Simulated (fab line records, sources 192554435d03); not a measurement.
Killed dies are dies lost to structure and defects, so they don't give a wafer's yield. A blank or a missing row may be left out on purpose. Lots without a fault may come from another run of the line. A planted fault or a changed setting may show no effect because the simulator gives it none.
Split-lot experiment | flow n5_finfet | 7 lots, 21 wafers read, on a route of 1938 steps

THE SPLIT
At N5_BEOL_M0_SAQP_PECVD_04 (deposits a-Si from SiH4/He, target thk 60 nm, time 60.2 s), the setting time_s was moved away from the recipe's 60.2 s on 5 of the 21 wafers read, by -9.1% to +13.5%. The other wafers ran this setting at the recipe's value.

FROM THE SPLIT TO THE READING: what the file shows between them, 8 steps
- N5_BEOL_M0_SAQP_THK_MEAS_05
- N5_BEOL_M0_SAQP_COAT_81: time 60 s, resist thk 100 nm (also split here: temp_c)
- N5_BEOL_M0_SAQP_COAT_82: time 60 s, resist thk 30 nm
- N5_BEOL_M0_SAQP_COAT_08: resist thk 90 nm
- N5_BEOL_M0_SAQP_ETCH_84: etches SOC in N2/H2, target depth 100 nm, overetch 20 nm, time 150 s
- N5_BEOL_M0_SAQP_STRIP_80: strips in N2/H2
- N5_BEOL_M0_SAQP_HM_OPEN_112: chemistry CHF3/O2, target SiO2, stops on a-Si, target depth 12 nm, time 13.5 s
- N5_BEOL_M0_SAQP_STRIP_113: strips in CHF3/O2

THE READING
oes_product_au, in a.u., at N5_BEOL_M0_SAQP_MANDREL_ETCH_20 (etches a-Si in HBr/Cl2, stops on SiNx, target depth 60 nm, bt time 10 s, time 30 s). Fault-free wafers of this fab line usually give 0.769 a.u., standard deviation 0.014 a.u..

wafer  | tool, chamber at the split | time_s as run, s | against the recipe | oes_product_au, a.u. | against lot-mates on the recipe
L083.1 | pecvd-02, 2                | 60.2             | recipe             | 0.758                | -
L083.3 | pecvd-02, 0                | 60.2             | recipe             | 0.767                | -
L083.4 | pecvd-02, 2                | 60.2             | recipe             | 0.752                | -
L085.2 | pecvd-01, 0                | 60.2             | recipe             | 0.755                | -
L085.3 | pecvd-01, 1                | 67.1             | +11.5%             | 0.810                | +0.055
L085.6 | pecvd-01, 2                | 67.1             | +11.5%             | 0.813                | +0.058
L089.4 | pecvd-04, 2                | 60.2             | recipe             | 0.775                | -
L089.5 | pecvd-04, 1                | 60.2             | recipe             | 0.770                | -
L089.6 | pecvd-04, 0                | 60.2             | recipe             | 0.763                | -
L090.1 | pecvd-04, 2                | 60.2             | recipe             | 0.786                | -
L090.2 | pecvd-04, 0                | 68.31            | +13.5%             | 0.816                | +0.030
L090.5 | pecvd-04, 2                | 68.31            | +13.5%             | 0.832                | +0.046
L092.1 | pecvd-02, 0                | 60.2             | recipe             | 0.776                | -
L092.2 | pecvd-02, 1                | 60.2             | recipe             | 0.753                | -
L092.5 | pecvd-02, 0                | 60.2             | recipe             | 0.772                | -
L094.1 | pecvd-04, 2                | 60.2             | recipe             | 0.755                | -
L094.4 | pecvd-04, 1                | 54.73            | -9.1%              | 0.726                | -0.042
L094.5 | pecvd-04, 0                | 60.2             | recipe             | 0.782                | -
L095.2 | pecvd-01, 1                | 60.2             | recipe             | 0.792                | -
L095.4 | pecvd-01, 2                | 60.2             | recipe             | 0.778                | -
L095.6 | pecvd-01, 0                | 60.2             | recipe             | 0.794                | -

THE FIT
A straight line over all 21 wafers: oes_product_au changes by +0.00398 a.u. for each +1% of time_s; r = +0.87; the points scatter about the line by 0.013 a.u..
The same after taking each lot's own level away (the mean of its wafers on the recipe; 21 wafers): +0.00385 a.u. for each +1%; r = +0.91; scatter 0.0099 a.u..
On that fit, the largest move of time_s shifts the reading by 0.052 a.u..
The lots' own levels span 0.7550 to 0.7880 a.u., that is 2.4 times the standard deviation above.
So the lot-to-lot level changes the slope little: the two slopes agree.
Check: with one of the wafers moved furthest among these (+13.5%) left out of the fit, the line predicts +0.0588 a.u. for it against its lot-mates. It came out at +0.03 a.u. against them.

OTHER SPLITS ON THESE WAFERS
These wafers also went through other splits before the reading. Each is held against what the fit with the lots' levels taken away leaves over:
other split on the same wafers        | wafers away from the commonest value | r with oes_product_au (lot level and that fit taken away)
N5_GATE_CUT_COAT_27 spin_rpm          | 6                                    | -0.19
N5_MOL_CONTACT_COAG_COAT_76 spin_rpm  | 7                                    | -0.13
N5_MOL_CONTACT_COAG_EXPOSE_37 dose_mj | 4                                    | +0.02
N5_BEOL_M0_SAQP_COAT_81 temp_c        | 7                                    | +0.03

THE WHOLE CHAIN: every reading that the file lists as answering this split, in the file's order
step                                | what it does                                                                       | reading                                                                               | change (the file's fit)                   | r (the file's)
N5_BEOL_M0_SAQP_PECVD_04            | deposits a-Si from SiH4/He, target thk 60 nm, time 60.2 s                          | a-Si_of_BEOL_M0_SAQP_PECVD_04.thk_nm (the simulator's own value, which no gauge read) | +0.629 nm for each +1% of the setting     | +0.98
N5_BEOL_M0_SAQP_THK_MEAS_05         |                                                                                    | thk_nm                                                                                | withheld for each +1% of the setting      | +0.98
N5_BEOL_M0_SAQP_HM_OPEN_112         | chemistry CHF3/O2, target SiO2, stops on a-Si, target depth 12 nm, time 13.5 s     | a-Si_of_BEOL_M0_SAQP_PECVD_04.thk_nm (the simulator's own value, which no gauge read) | +0.623 nm for each +1% of the setting     | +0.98
N5_BEOL_M0_SAQP_MANDREL_ETCH_20     | etches a-Si in HBr/Cl2, stops on SiNx, target depth 60 nm, bt time 10 s, time 30 s | oes_product_au                                                                        | +0.00393 a.u. for each +1% of the setting | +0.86
N5_BEOL_M0_SAQP_MANDREL_ETCH_20     | etches a-Si in HBr/Cl2, stops on SiNx, target depth 60 nm, bt time 10 s, time 30 s | etch.depth_nm (the simulator's own value, which no gauge read)                        | +0.621 nm for each +1% of the setting     | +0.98
N5_BEOL_M0_SAQP_SPACER1_ETCHBACK_99 | etches SiO2 in CHF3/O2, target depth 15.4 nm, time 7.7 s                           | a-Si_of_BEOL_M0_SAQP_PECVD_04.thk_nm (the simulator's own value, which no gauge read) | +0.613 nm for each +1% of the setting     | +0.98

THE FILE'S OWN FIT
oes_product_au changes by +0.00393 a.u. for each +1% of time_s, r = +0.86.
